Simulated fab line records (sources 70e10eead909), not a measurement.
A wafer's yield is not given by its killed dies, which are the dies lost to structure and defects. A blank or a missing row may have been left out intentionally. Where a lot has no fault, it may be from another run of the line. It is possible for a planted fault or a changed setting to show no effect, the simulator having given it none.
Chamber matching + flow nandHarc + 4 sister chambers for NHARC_P_BONDPAD_DESCUM_11 on rieDiel-10
The step chemistry O2, time 3 s. 4 wafers are shown with their chamber, then 7 later ones without.

WAFERS PAIRED WITH THEIR CHAMBERS
| wafer  | chamber | rfVppV (V) |
|--------|---------|------------|
| L091.1 | 3       | 56.2       |
| L091.3 | 1       | 56.9       |
| L092.1 | 2       | 57.7       |
| L092.4 | 0       | 58.4       |

WAFERS WHOSE CHAMBER IS MISSING
| wafer  | rfVppV (V) |
|--------|------------|
| L092.6 | 59.1       |
| L094.3 | 57.5       |
| L094.4 | 58.3       |
| L094.5 | 59.2       |
| L097.1 | 58.2       |
| L097.4 | 57.2       |
| L097.5 | 57.8       |

WHICH CHAMBER EACH WENT THROUGH
| wafer  | from the rows above          | in truth |
|--------|------------------------------|----------|
| L092.6 | can't be placed: 0 or 2      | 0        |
| L094.3 | can't be placed: 2 or 1 or 0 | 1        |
| L094.4 | can't be placed: 0 or 2      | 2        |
| L094.5 | can't be placed: 0 or 2      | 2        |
| L097.1 | can't be placed: 0 or 2      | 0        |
| L097.4 | can't be placed: 1 or 2 or 3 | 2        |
| L097.5 | can't be placed: 2 or 0 or 1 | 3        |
Placed correctly: 0 of 7. These rows do not allow placing 7 (true chamber among the candidates in 6). Wrongly placed: 0.
How it was worked out, from the rows above alone: a wafer's distance from a chamber is the root of the sum, over the readings, of the square of ((its reading less the chamber's mean) divided by the reading's scatter). If the next closest chamber is less than 2 further off than the closest, the wafer can't be placed; otherwise it belongs to the closest. Each chamber's mean is taken over the wafers shown for it. The scatter: root of mean squared gap, hidden wafer to nearest shown wafer, with one shown wafer a chamber.
